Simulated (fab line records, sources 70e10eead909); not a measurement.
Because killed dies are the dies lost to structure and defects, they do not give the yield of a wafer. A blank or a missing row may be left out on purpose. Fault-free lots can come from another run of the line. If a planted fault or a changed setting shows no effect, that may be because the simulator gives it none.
Which of the tools did it? | flow nand_harc | Sampling: 7 lots, 20 wafers, 2 of 1302 route steps

## WHAT EACH GAUGE READ, for each wafer
NHARC_A_ONON_D1_THK_MEAS_30: measures by ellipsometry.
lot  | measured     | on            | thk_nm (nm)
L438 | day 9 00:34  | film_metro-02 | 994 995 993
L439 | day 9 14:54  | film_metro-02 | 1019 1020 1018
L441 | day 10 03:20 | film_metro-01 | 1002 1003 1002
L442 | day 11 04:09 | film_metro-02 | 988 987 988
L445 | day 11 21:42 | film_metro-01 | 1001 1000 1001
L451 | day 14 19:36 | film_metro-02 | 1016 1337
L454 | day 15 22:04 | film_metro-01 | 1001 1002 1324

## WHICH TOOL RAN EACH LOT (tool, then ch and the chambers of the sampled wafers, then the start)
lot  | NHARC_A_ONON_D1_DEP_28
L438 | pecvd_onon-04 ch 0, day 9 00:07
L439 | pecvd_onon-02 ch 0, day 9 14:24
L441 | pecvd_onon-01 ch 0, day 10 02:53
L442 | pecvd_onon-02 ch 0, day 11 03:38
L445 | pecvd_onon-04 ch 0, day 11 21:15
L451 | pecvd_onon-01 ch 0, day 14 19:08
L454 | pecvd_onon-01 ch 0, day 15 21:33
- NHARC_A_ONON_D1_DEP_28: target thk 1000 nm.

## THE ANSWER, worked out from the rows above alone
Rule: what is usual is taken from the lots themselves. Put in order of their means at a reading, lots are off if they are a third of the lots or fewer, leave a main group of 4 or more, and stand apart from it by a gap of 3 or more times the standard deviation of the main group's means; of several such gaps the widest counts. Not used: any main group whose means are identical at the precision the tables above print for the reading. A lot without any number at a reading at which 4 lots or more have one is off too. Any other lot the step has rows for is counted as sound.
Off, at NHARC_A_ONON_D1_THK_MEAS_30 on thk_nm: L451, L454. For the main group the mean is 1001 nm and the standard deviation 11.
If a tool, at a process step before that reading, ran all the lots that are off and no sound lot after the first of them, it fits. Gauges at NHARC_A_ONON_D1_THK_MEAS_30: tried the same way as those tools. One fits: NHARC_A_ONON_D1_DEP_28 on pecvd_onon-01. Its last sound lot is L441 (day 10 02:53), its first lot that is off L451 (day 14 19:08): a fault that began between those two fits.

## WHAT THE SIMULATOR HAD INSERTED
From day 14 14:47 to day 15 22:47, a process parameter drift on pecvd_onon-01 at NHARC_A_ONON_D1_DEP_28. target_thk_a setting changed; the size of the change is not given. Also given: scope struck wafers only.
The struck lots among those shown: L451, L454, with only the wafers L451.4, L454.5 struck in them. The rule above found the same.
